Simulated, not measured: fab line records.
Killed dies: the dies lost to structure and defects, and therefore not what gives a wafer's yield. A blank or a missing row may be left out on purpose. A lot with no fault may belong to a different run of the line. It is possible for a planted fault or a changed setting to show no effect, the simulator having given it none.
fab line records ; flow n5Finfet
record: lots: 6; wafers: 18; lastDay: 16
route steps=1938 shown BEOL_M2@914 BEOL_M4@1111 PASSIVATION@1936
lots that met no fault: from a run of the same line without faults
startH: hours from the record's first day to the start of the lot's first wafer shown ; waitH: hours since the lot's step before ; " unchanged from the row above ; L1.1+2: a row that stands for several wafers ; - no value, or no start given ; * or withheld: withheld ; < > ~ a bound
route shown NAME@n: names a module that has steps shown in the file, with the first one's number in the route ; usual: mean/standard deviation of fault-free wafers ; same: alike in all rows ; chamber/n: place in a boat ; sites: each site's reading ; _std_site: the standard deviation of these ; _edge_site: outer sites' mean less inner sites' ; radiusMm: how far each site lies from the wafer's centre ; mask NAME#n: copy n ; behind: the last tool/chamber to shape the wafer ; hold: cause of the lot's hold/its duration in hours/its outcome ; device: names the non-switching transistor (n, p or np) ; end of line: tests of these same wafers at the route's end ; a step without rows: its recipe alone ; killed: not the wafer's yield, but the dies lost to structure and defects at the first sort ; map: shows each die of a wafer: x if killed, . if not, _ if none is there
set.NAME: the setting that was run; set.NAME@STEP: the one run at that earlier step ; model.NAME: the simulator's own value behind a step, which no gauge read
lots at some steps of the route; a table a step, a row a wafer
services: when a tool's chamber went out of use (startH, in hours from the record's first day, below 0 if earlier), for how many hours, and the reason
== steps ==
step: N5_BEOL_M2_SPUTTER_90
recipe: material: Cu; targetThkA: 45; tempC: -20; chamberPressurePa: 0.07; powerW: withheld; timeS: 8.29
step: N5_BEOL_M2_ANNEAL_91
recipe: tempC: 400; timeS: 240; ambient: vacuum
usual: heaterPowerW: 823/77
lot.wafer;tool;chamber;startH;waitH;heaterPowerW
L793.3;pvdSputter-02;-;185.30;0.0;789
L793.4;pvdSputter-02;-;185.30;0.0;980
L793.6;pvdSputter-02;-;185.30;0.0;1002
L794.2;pvdSputter-03;-;191.51;0.0;851
L794.5;pvdSputter-03;-;191.51;0.0;768
L794.6;pvdSputter-03;-;191.51;0.0;785
L795.3;pvdSputter-03;-;200.36;0.0;848
L795.4;pvdSputter-03;-;200.36;0.0;801
L795.6;pvdSputter-03;-;200.36;0.0;831
L796.2;pvdSputter-02;-;203.13;0.0;703
L796.5;pvdSputter-02;-;203.13;0.0;813
L796.6;pvdSputter-02;-;203.13;0.0;691
L804.4;pvdSputter-03;-;245.66;0.0;812
L804.5;pvdSputter-03;-;245.66;0.0;748
L804.6;pvdSputter-03;-;245.66;0.0;805
L807.2;pvdSputter-01;-;272.49;0.0;894
L807.4;pvdSputter-01;-;272.49;0.0;951
L807.5;pvdSputter-01;-;272.49;0.0;862
step: N5_BEOL_M2_SPUTTER_92
recipe: material: Cu; targetThkA: 45; tempC: -20; chamberPressurePa: 0.07; powerW: withheld; timeS: 8.29
usual: throttleValvePct: 29.9/0.72
lot.wafer;tool;chamber;startH;waitH;throttleValvePct
L793.3;pvdSputter-02;-;185.44;0.1;31.0
L793.4;pvdSputter-02;-;185.44;0.1;28.3
L793.6;pvdSputter-02;-;185.44;0.1;28.6
L794.2;pvdSputter-03;-;191.65;0.1;28.9
L794.5;pvdSputter-03;-;191.65;0.1;30.0
L794.6;pvdSputter-03;-;191.65;0.1;29.9
L795.3;pvdSputter-03;-;200.50;0.1;29.3
L795.4;pvdSputter-03;-;200.50;0.1;31.2
L795.6;pvdSputter-03;-;200.50;0.1;30.9
L796.2;pvdSputter-02;-;203.27;0.1;29.5
L796.5;pvdSputter-02;-;203.27;0.1;30.9
L796.6;pvdSputter-02;-;203.27;0.1;29.9
L804.4;pvdSputter-03;-;245.80;0.1;31.0
L804.5;pvdSputter-03;-;245.80;0.1;30.2
L804.6;pvdSputter-03;-;245.80;0.1;30.1
L807.2;pvdSputter-01;-;272.63;0.1;30.1
L807.4;pvdSputter-01;-;272.63;0.1;30.5
L807.5;pvdSputter-01;-;272.63;0.1;29.3
step: N5_BEOL_M2_ANNEAL_93
recipe: tempC: 400; timeS: 240; ambient: vacuum
step: N5_BEOL_M2_SPUTTER_94
recipe: material: Cu; targetThkA: 45; tempC: -20; chamberPressurePa: 0.07; powerW: withheld; timeS: 8.29
step: N5_BEOL_M2_ANNEAL_95
recipe: tempC: 400; timeS: 240; ambient: vacuum
usual: heaterPowerW: 822/77
lot.wafer;tool;chamber;startH;waitH;heaterPowerW
L793.3;pvdSputter-02;-;185.74;0.0;802
L793.4;pvdSputter-02;-;185.74;0.0;957
L793.6;pvdSputter-02;-;185.74;0.0;951
L794.2;pvdSputter-03;-;191.95;0.0;851
L794.5;pvdSputter-03;-;191.95;0.0;738
L794.6;pvdSputter-03;-;191.95;0.0;814
L795.3;pvdSputter-03;-;200.80;0.0;862
L795.4;pvdSputter-03;-;200.80;0.0;821
L795.6;pvdSputter-03;-;200.80;0.0;795
L796.2;pvdSputter-02;-;203.57;0.0;701
L796.5;pvdSputter-02;-;203.57;0.0;826
L796.6;pvdSputter-02;-;203.57;0.0;685
L804.4;pvdSputter-03;-;246.10;0.0;827
L804.5;pvdSputter-03;-;246.10;0.0;742
L804.6;pvdSputter-03;-;246.10;0.0;811
L807.2;pvdSputter-01;-;272.93;0.0;864
L807.4;pvdSputter-01;-;272.93;0.0;907
L807.5;pvdSputter-01;-;272.93;0.0;866
step: N5_BEOL_M2_SPUTTER_96
recipe: material: Cu; targetThkA: 45; tempC: -20; chamberPressurePa: 0.07; powerW: withheld; timeS: 8.29
step: N5_BEOL_M2_ECD_50
recipe: material: Cu; targetThkA: 3000
step: N5_BEOL_M2_ANNEAL_51
recipe: tempC: 225; timeS: 90; ambient: N2
step: N5_BEOL_M2_CMP_52
recipe: stopOn: SiOC; tOverpolishS: 6.8; downForcePsi: 1; platenRpm: 50; clearingPlatenDownForcePsi: 1.5; clearingPlatenRpm: 50; postCmpClean: cuAlkaline; targetThkNm: 40; clearingPlatenPadVelocityMS: 0.99484; padVelocityMS: 0.99484
usual: barrierFieldEndpointS: 24.4/0.78; clearingPlatenRpm: 49.999/0.026; motorCurrentA: 6.4/0.68; overpolishRunS: 6.800/0.0094; timeToEndpointS: 61/4.4
lot.wafer;tool;chamber;startH;waitH;barrierFieldEndpointS;clearingPlatenRpm;motorCurrentA;overpolishRunS;timeToEndpointS
L793.4;cmp-03;1;186.37;0.1;25.3;49.987;7.0;6.808;63
L793.3;cmp-03;3;186.37;0.1;24.7;50.030;7.0;6.815;64
L793.6;cmp-03;1;186.37;0.1;25.0;49.985;7.3;6.798;63
L794.2;cmp-01;3;192.63;0.2;25.7;49.999;5.6;6.801;64
L794.6;cmp-01;2;192.63;0.2;24.9;49.946;5.3;6.788;60
L794.5;cmp-01;3;192.63;0.2;25.7;50.004;5.6;6.795;63
L795.3;cmp-03;0;201.96;0.2;24.2;49.998;6.2;6.822;61
L795.4;cmp-03;1;201.96;0.2;24.6;50.000;6.9;6.807;64
L795.6;cmp-03;0;201.96;0.2;24.6;49.988;6.2;6.802;59
L796.2;cmp-03;2;204.20;0.2;23.9;49.981;6.8;6.795;56
L796.6;cmp-03;2;204.20;0.2;24.4;49.982;6.9;6.800;57
L796.5;cmp-03;3;204.20;0.2;25.6;49.990;6.6;6.813;66
L804.4;cmp-02;3;246.92;0.2;23.9;49.937;5.7;6.807;58
L804.6;cmp-02;1;246.92;0.2;23.9;49.996;6.2;6.800;64
L804.5;cmp-02;2;246.92;0.2;23.9;50.007;6.4;6.792;60
L807.2;cmp-03;0;273.61;0.3;23.5;50.034;6.2;6.797;59
L807.4;cmp-03;2;273.61;0.3;23.1;50.027;6.6;6.804;59
L807.5;cmp-03;0;273.61;0.3;23.0;50.032;5.9;6.800;60
step: N5_BEOL_M2_THK_MEAS_53
recipe: thkMeasGauge: xrf; reads: Cu_of_BEOL_M2_ECD_50
usual: M2_THK: 39.8/2
lot.wafer;tool;chamber;startH;waitH;M2_THK[nm]
L793.3;filmMetro-02;-;186.69;0.2;42.3
L793.4;filmMetro-02;-;186.69;0.2;41.2
L793.6;filmMetro-02;-;186.69;0.2;40.9
L794.2;filmMetro-02;-;192.88;-;40.9
L794.5;filmMetro-02;-;192.88;-;40.2
L794.6;filmMetro-02;-;192.88;-;39.0
L795.3;filmMetro-02;-;202.26;-;38.8
L795.4;filmMetro-02;-;202.26;-;42.7
L795.6;filmMetro-02;-;202.26;-;40.3
L796.2;filmMetro-02;-;204.50;-;39.8
L796.5;filmMetro-02;-;204.50;-;42.0
L796.6;filmMetro-02;-;204.50;-;38.9
L804.4;filmMetro-01;-;247.14;-;35.0
L804.5;filmMetro-01;-;247.14;-;42.0
L804.6;filmMetro-01;-;247.14;-;38.4
L807.2;filmMetro-01;-;273.87;-;35.2
L807.4;filmMetro-01;-;273.87;-;34.9
L807.5;filmMetro-01;-;273.87;-;36.8
step: N5_BEOL_M2_PRE_CLEAN_60
recipe: gas: NH3/H2; timeS: 15; tempC: *; rfPowerW: 300
usual: heaterPowerW: 88/17
lot.wafer;tool;chamber;startH;waitH;heaterPowerW
L793.3;cvdCo-02;2;186.72;0.0;95
L793.4;cvdCo-02;2;186.72;0.0;100
L793.6;cvdCo-02;1;186.72;0.0;101
L794.2;cvdCo-01;2;192.92;0.0;85
L794.5;cvdCo-01;2;192.92;0.0;83
L794.6;cvdCo-01;1;192.92;0.0;108
L795.3;cvdCo-02;0;202.29;0.0;75
L795.4;cvdCo-02;2;202.29;0.0;96
L795.6;cvdCo-02;1;202.29;0.0;102
L796.2;cvdCo-02;2;204.54;0.0;96
L796.5;cvdCo-02;0;204.54;0.0;76
L796.6;cvdCo-02;2;204.54;0.0;97
L804.4;cvdCo-01;1;247.84;0.7;110
L804.5;cvdCo-01;2;247.84;0.7;85
L804.6;cvdCo-01;0;247.84;0.7;65
L807.2;cvdCo-01;1;274.14;0.3;113
L807.4;cvdCo-01;0;274.14;0.3;66
L807.5;cvdCo-01;2;274.14;0.3;85
step: N5_BEOL_M2_CO_CAP_55
recipe: material: Co; targetThkA: 20; tempC: 200; precursor: CCTBA/H2; pressureTorr: 30; timeS: 102.1
usual: heaterPowerW: 239/22; runLengthS: 125.0/0.39
lot.wafer;tool;chamber;startH;waitH;heaterPowerW;runLengthS;model.Co_of_BEOL_M2_CO_CAP_55.thkNm
L793.3;cvdCo-02;2;186.76;0.0;248;125.1;2
L793.4;cvdCo-02;2;186.76;0.0;251;125.4;2
L793.6;cvdCo-02;1;186.76;0.0;261;125.1;2
L794.2;cvdCo-01;2;192.96;0.0;234;124.9;2
L794.5;cvdCo-01;2;192.96;0.0;239;124.9;2
L794.6;cvdCo-01;1;192.96;0.0;267;125.4;2
L795.3;cvdCo-02;0;202.33;0.0;221;124.0;2
L795.4;cvdCo-02;2;202.33;0.0;255;196.5;3.6
L795.6;cvdCo-02;1;202.33;0.0;260;196.6;3.4
L796.2;cvdCo-02;2;204.58;0.0;255;125.4;2
L796.5;cvdCo-02;0;204.58;0.0;225;124.4;2
L796.6;cvdCo-02;2;204.58;0.0;249;197.1;3.4
L804.4;cvdCo-01;1;247.89;0.0;272;125.1;2
L804.5;cvdCo-01;2;247.89;0.0;239;125.1;1.8
L804.6;cvdCo-01;0;247.89;0.0;213;124.8;2.2
L807.2;cvdCo-01;1;274.18;0.0;263;124.8;2
L807.4;cvdCo-01;0;274.18;0.0;210;125.3;2.2
L807.5;cvdCo-01;2;274.18;0.0;237;124.8;2
step: N5_BEOL_M2_PRE_CLEAN_56
recipe: gas: NH3; timeS: 15; tempC: withheld; rfPowerW: 300
step: N5_BEOL_M4_RC_MEAS_101
usual: DIBL_N: 37.5/2; DIBL_P: 37.5/2.5; IOFF_N: 0.18/0.042; IOFF_P: 0.24/0.046; ION_N: 677/15; ION_P: 464/9.5; SS_N: 72.0/0.76; SS_P: 73.6/0.79; VT_N: 249/3.5; VT_P: -249/3.2
lot.wafer;tool;chamber;startH;waitH;DIBL_N[mV/V];DIBL_P[mV/V];IOFF_N[nA/um];IOFF_P[nA/um];ION_N[uA/um];ION_P[uA/um];SS_N[mV/dec];SS_P[mV/dec];VT_N[mV];VT_P[mV]
L793.3;prober-02;0;205.17;0.3;35.7;35.6;0.13;0.20;656;452;70.6;73.2;253;-251
L793.4;prober-02;0;205.17;0.3;36.2;35.5;0.14;0.21;676;466;70.7;72.8;252;-252
L793.6;prober-02;0;205.17;0.3;34.1;33.1;0.11;0.17;668;467;70.6;72.8;253;-253
L794.2;prober-02;0;216.26;0.2;37.4;39.1;0.19;0.25;684;477;71.0;73.2;246;-247
L794.5;prober-02;0;216.26;0.2;37.1;37.2;0.16;0.20;666;456;71.5;73.4;252;-250
L794.6;prober-02;0;216.26;0.2;38.7;40.6;0.20;0.28;687;470;72.6;73.9;246;-243
L795.3;prober-02;0;221.36;0.3;36.1;37.0;0.15;0.24;664;465;70.5;72.8;249;-247
L795.4;prober-02;0;221.36;0.3;38.5;39.1;0.20;0.28;683;471;71.2;73.7;243;-248
L795.6;prober-02;0;221.36;0.3;39.5;38.0;0.25;0.27;685;468;72.0;73.5;242;-246
L796.2;prober-01;0;225.04;0.2;40.0;42.0;0.24;0.31;682;461;72.6;75.7;247;-248
L796.5;prober-01;0;225.04;0.2;37.6;39.6;0.19;0.26;683;468;71.8;73.9;250;-248
L796.6;prober-01;0;225.04;0.2;38.4;39.7;0.24;0.28;680;467;72.7;75.1;249;-246
L804.4;prober-01;0;274.13;0.5;40.1;39.0;0.21;0.26;674;465;72.5;73.9;246;-244
L804.5;prober-01;0;274.13;0.5;40.2;38.9;0.20;0.27;671;464;72.6;74.6;248;-246
L804.6;prober-01;0;274.13;0.5;38.5;38.0;0.18;0.27;680;470;72.1;73.4;248;-247
L807.2;prober-02;0;294.64;0.2;35.6;33.7;0.15;0.18;655;448;71.5;73.1;252;-255
L807.4;prober-02;0;294.64;0.2;39.6;39.1;0.22;0.26;681;459;72.5;74.7;247;-250
L807.5;prober-02;0;294.64;0.2;37.7;36.8;0.20;0.22;686;462;72.2;73.8;246;-250
step: N5_PASSIVATION_PROBE_49
usual: defectLimitedYield: 91.8/1.5; killed_at_M0_to_M3: 33/11; killed_at_M4_up: 13/5; killedAtContacts: 11/5.6; killedAtFrontEnd: 36/12; killedAtOther: 3.4/2.5; killedDies: 97/18; killedOpen: 64/13; killedShort: 31/6.9; sort_bin_5_function: 4.8/1; sort_bin_6_memory: 3.1/0.64; sortNPass: 1083/18; sortYieldPct: 91.8/1.5
same: grossDies: 1180; killedAtBackSide: 0; sort_bin_4_leakage[%]: 0; sort_bin_8_speed[%]: 0
lot.wafer;tool;chamber;startH;waitH;defectLimitedYield[%];killed_at_M0_to_M3;killed_at_M4_up;killedAtContacts;killedAtFrontEnd;killedAtOther;killedDies;killedOpen;killedShort;sort_bin_5_function[%];sort_bin_6_memory[%];sortNPass;sortYieldPct[%]
L793.3;prober-02;-;311.93;0.1;92.5;28;6;1;42;11;88;42;36;4.6;2.5;1092;92.5
L793.4;prober-02;-;311.98;0.2;93.0;32;3;9;37;2;83;54;28;4.4;2.5;1097;93.0
L793.6;prober-02;-;312.08;0.3;93.8;23;9;11;29;1;73;42;31;3.0;2.5;1107;93.8
L807.2;prober-01;-;393.32;0.1;90.7;29;23;16;35;7;110;75;33;6.2;2.6;1070;90.7
L807.4;prober-01;-;393.42;0.2;89.2;26;16;9;72;4;127;76;45;6.2;3.7;1053;89.2
L807.5;prober-01;-;393.47;0.2;89.8;28;17;9;63;3;120;74;43;6.0;3.8;1060;89.8
killed by level:class
L793.3 BEOL_M0_SAQP:geometricParticle:short=9 GATE_CUT:geometricParticle:open=7 PASSIVATION:areaEtch=7 FIN_SAQP:geometricParticle:open=6 GATE_CUT:geometricParticle:short=6 BEOL_M0_SAQP:geometricParticle:open=5 BEOL_M1:geometricParticle:short=5 STI_FIN_REVEAL:geometricParticle:short=4
L793.4 BEOL_M0_SAQP:geometricParticle:short=11 MOL_CONTACT_COAG:geometricParticle:open=9 STI_FIN_REVEAL:geometricParticle:open=8 BEOL_M1:geometricParticle:open=8 GATE_CUT:geometricParticle:short=6 STARTING-WAFER:geometricParticle:open=5 FIN_SAQP:geometricParticle:open=4 GATE_CUT:geometricParticle:open=4
L793.6 GATE_CUT:geometricParticle:short=10 MOL_CONTACT_COAG:geometricParticle:open=8 GATE_CUT:geometricParticle:open=6 BEOL_M0_SAQP:geometricParticle:open=5 BEOL_M0_SAQP:geometricParticle:short=5 BEOL_M1:geometricParticle:open=4 MOL_CONTACT_COAG:geometricParticle:short=3 STARTING-WAFER:geometricParticle:open=3
L807.2 MOL_CONTACT_COAG:geometricParticle:open=12 BEOL_M3:geometricParticle:open=9 BEOL_M4:geometricParticle:open=8 DUMMY_GATE:geometricParticle:open=7 BEOL_M5:geometricParticle:open=7 BEOL_M0_SAQP:geometricParticle:open=6 FIN_SAQP:geometricParticle:short=5 BEOL_M2:geometricParticle:open=5
L807.4 FIN_SAQP:geometricParticle:short=16 BEOL_M2:geometricParticle:open=10 MOL_CONTACT_COAG:geometricParticle:open=9 GATE_CUT:geometricParticle:open=8 GATE_CUT:geometricParticle:short=8 FIN_SAQP:geometricParticle:open=7 STI_FIN_REVEAL:geometricParticle:open=7 HKMG_FIN:areaEtch=6
L807.5 FIN_SAQP:geometricParticle:open=20 FIN_SAQP:geometricParticle:short=14 MOL_CONTACT_COAG:geometricParticle:open=8 BEOL_M0_SAQP:geometricParticle:open=7 BEOL_M0:geometricParticle:open=7 BEOL_M0_SAQP:geometricParticle:short=6 BEOL_M4:geometricParticle:open=6 STI_FIN_REVEAL:geometricParticle:open=5
== services ==
tool;chamber;startH;hours;kind
cmp-03;-;167.76;4.0;pm
cmp-01;-;171.34;4.0;pm
cmp-03;-;171.76;-;consumableReplace:conditioner
cmp-03;-;171.76;-;consumableReplace:pad
cmp-01;-;175.34;-;consumableReplace:conditioner
cmp-01;-;175.34;-;consumableReplace:pad
cmp-02;-;202.83;2.3;repair
cmp-01;-;211.66;0.2;repair
cvdCo-01;0;233.88;3.6;repair
cmp-02;-;239.17;1.1;repair
pvdSputter-01;-;252.79;1.5;repair
cvdCo-01;0;258.49;3.1;repair
cmp-01;-;260.34;2.1;repair
cmp-02;-;261.89;2.7;repair
== key ==
firstSign: step: N5_BEOL_M2_CO_CAP_55; reading: runLengthS; direction: up; sigmas: 99+; usual: *; struck: *
effect none on later readings
modelEffect: step: N5_BEOL_M2_CO_CAP_55; value: Co_of_BEOL_M2_CO_CAP_55.thkNm; without: 2.067; struck: 3.467
metAt N5_BEOL_M2_CO_CAP_55
struckWafers L795.4,L795.6,L796.6
onsetBetween 186.76 202.33
fault: kind: processParameterDrift; tool: cvdCo-02; chamber: -; onsetH: 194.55; steps: N5_BEOL_M2_CO_CAP_55; channel: timeS; offset: *; shape: step; endH: 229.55; scope: struckWafersOnly; actsIn: *; stated: *
